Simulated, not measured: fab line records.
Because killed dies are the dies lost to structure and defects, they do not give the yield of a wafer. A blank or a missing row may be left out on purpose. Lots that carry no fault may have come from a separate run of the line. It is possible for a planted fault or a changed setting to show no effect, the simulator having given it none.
Matching of chambers    flow nand-harc    rie-diel-13 running NHARC_A_CHANNEL_HOLE_D1_ETCH_38: 4 sister chambers
The step etches the open film in CF4, target depth 39 nm, time 65 s. 18 wafers are shown with their chamber, then 9 later ones without.

## WAFERS, EACH WITH ITS CHAMBER
wafer   chamber  drypump-motor-current-A (A)  rf-vpp-V (V)  oes-product-au (a.u.)
L075.2  0        5.4                          151.6         0.997
L075.3  3        6.1                          151.5         0.997
L075.5  1        6.3                          153.1         1.005
L075.1  1        6.3                          152.3         1.010
L075.4  2        5.5                          153.0         0.981
L075.6  0        5.4                          151.1         0.985
L078.2  1        6.3                          153.5         1.002
L078.3  2        5.4                          151.9         0.993
L078.5  1        6.3                          151.8         0.997
L081.1  3        6.1                          150.3         0.988
L081.2  2        5.5                          152.6         0.985
L081.4  1        6.3                          152.3         1.012
L083.1  0        5.4                          150.4         0.990
L083.3  3        6.2                          149.1         0.996
L083.5  0        5.4                          151.0         0.982
L083.2  1        6.3                          153.0         1.011
L083.4  2        5.5                          152.7         0.983
L083.6  3        6.2                          149.3         0.998

SIGNATURES, as means of the wafers listed above
reading                  chamber 0  chamber 1  chamber 2  chamber 3  scatter within a chamber
drypump-motor-current-A  5.400      6.300      5.475      6.150      0.0354
rf-vpp-V                 151.025    152.667    152.550    150.050    0.708
oes-product-au           0.98850    1.00617    0.98550    0.99475    0.00567
Rule: distance of a wafer from a chamber = root of the sum over the readings of ((wafer's reading minus chamber's mean) / reading's scatter) squared. If the next closest chamber is less than 2 further off than the closest, the wafer can't be placed; otherwise it belongs to the closest. The scatter: take each reading less its chamber's mean, square it, sum over the shown wafers, divide by the number of wafers less the number of chambers, and take the root.

## WAFERS WITH NO CHAMBER GIVEN
wafer   drypump-motor-current-A (A)  rf-vpp-V (V)  oes-product-au (a.u.)
L087.2  6.3                          152.7         1.016
L087.4  5.4                          151.3         0.991
L087.5  6.3                          152.2         1.010
L091.1  5.5                          152.5         0.986
L091.4  6.1                          150.7         0.986
L091.6  6.3                          152.0         0.996
L095.1  5.4                          151.6         0.971
L095.3  6.3                          152.4         0.988
L095.6  5.4                          151.5         0.976

## WHICH CHAMBER EACH WENT THROUGH
wafer   from the rows above      in truth
L087.2  1                        1
L087.4  0                        0
L087.5  1                        1
L091.1  2                        2
L091.4  3                        3
L091.6  1                        1
L095.1  can't be placed: 0 or 2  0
L095.3  1                        1
L095.6  can't be placed: 0 or 2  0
Placed correctly: 7 of 9. These rows do not allow placing 2 (true chamber among the candidates in 2). Placed wrongly: 0.
